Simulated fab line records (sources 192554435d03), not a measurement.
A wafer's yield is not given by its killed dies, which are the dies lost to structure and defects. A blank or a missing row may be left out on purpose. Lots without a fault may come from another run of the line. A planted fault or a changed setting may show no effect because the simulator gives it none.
8D (eight disciplines) problem report, filled in by code	flow n5 finfet	the parts of the form that need people (team, actions taken, sign-off) are left out

== 1. THE PROBLEM ==
killed_at_M4_up at N5_PASSIVATION_PROBE_49 reads a mean of 1102 on 3 wafers of 2 lots; wafers without a fault read 13 with a standard deviation of 5.8. So: +99 or more standard deviations from the usual mean.
The first sign was on wafer L501.1 at day 16 11:34, on prober-02. The record holds 21 wafers of 7 lots with a number at this step. Rule for "out" (also "out of limits"): further than 4 standard deviations from the usual mean. The rest of the wafers with a number are treated as sound.

== 2. WHAT IT IS, AND WHAT IT ISN'T ==
question	is	is not
which readings at this step	killed_at_M4_up, defect limited yield, killed dies, killed on rim, sort_bin_5_function, sort n pass, sort yield pct	killed_at_M0_to_M3, killed at front end, killed at other, killed open, killed short, sort_bin_4_leakage, sort_bin_6_memory
which lots	L499, L501	L488, L492, L502, L505, L509
which wafers of those lots	L499.6, L501.1, L501.6	L499.2, L499.3, L501.4
read on which tools	prober-02	prober-01
when	from day 16 11:34	up to then (6 sound wafers); but 12 sound wafers of L499, L501, L502, L505, L509 came after

== 3. SUSPECTS, AND WHAT RULES EACH OUT ==
Counting: any tool at a process step up to the reading remains a suspect provided it ran every lot that is out. Sound lots after the first of them don't rule it out here, since some wafers of a struck lot are sound.
- rie diel-04 at N5_BEOL_M9_VIA_ETCH_34 (etches SiCOH lowk in C4F6/O2, target depth 182.4 nm, time 68.4 s): kept. Ran every lot that is out, first one L499 (day 13 20:00); last sound lot up to then L492 (day 12 04:55).
- prober-02 at N5_PASSIVATION_PROBE_49: kept. Ran every lot that is out, first one L501 (day 16 11:34); last sound lot up to then L492 (day 14 13:46). On those wafers its own readings are out: defect limited yield, killed_at_M4_up, killed dies, killed on rim, sort_bin_5_function, sort n pass, sort yield pct.
Left after counting: rie diel-04 at N5_BEOL_M9_VIA_ETCH_34, prober-02 at N5_PASSIVATION_PROBE_49.

== 4. THE CAUSE (what the simulator had put in) ==
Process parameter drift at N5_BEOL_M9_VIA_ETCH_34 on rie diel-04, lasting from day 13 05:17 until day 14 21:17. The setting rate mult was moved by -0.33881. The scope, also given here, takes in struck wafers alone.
2 suspects survive the count, and this tool is in that group.

== 5. SEQUENCE OF EFFECTS, ordered by route ==
One row per reading whose mean, taken over the struck wafers that have a number, lies over 3 standard deviations from the usual. Only readings for which the record gives a usual standard deviation are gone through. hours: the time from each lot's start at the first step in this table that gives one to its start at this step, as a median over the lots. sigmas: the change in usual standard deviations.
hours	step	reading	usual	on struck wafers	change	sigmas
0	N5_PASSIVATION_PROBE_49	defect limited yield	91.4 %	0.0	-91.4	-61
0	N5_PASSIVATION_PROBE_49	killed_at_M4_up	13	1102	+1089	+99 or more
0	N5_PASSIVATION_PROBE_49	killed dies	101	1180	+1079	+60
0	N5_PASSIVATION_PROBE_49	killed on rim	13	152	+139	+34
0	N5_PASSIVATION_PROBE_49	sort_bin_5_function	5.0 %	96.8	+91.8	+92
0	N5_PASSIVATION_PROBE_49	sort n pass	1079	0	-1079	-60
0	N5_PASSIVATION_PROBE_49	sort yield pct	91.4 %	0.0	-91.4	-61
The process steps in it:
- N5_PASSIVATION_PROBE_49

== 6. WHAT WOULD HAVE CAUGHT IT SOONER ==
78 hours passed between the start of the fault at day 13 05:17 and the first reading out of limits in this record, taken at day 16 11:34.
Of the tool readings at N5_BEOL_M9_VIA_ETCH_34 for which the record gives a usual standard deviation, none was out on any struck wafer, so an alarm limit of 4 standard deviations on them would not have fired.
Lots out: 2; all had begun N5_BEOL_M9_VIA_ETCH_34 on rie diel-04 by day 16 11:34. Holding the tool at that point would not have protected any of them.
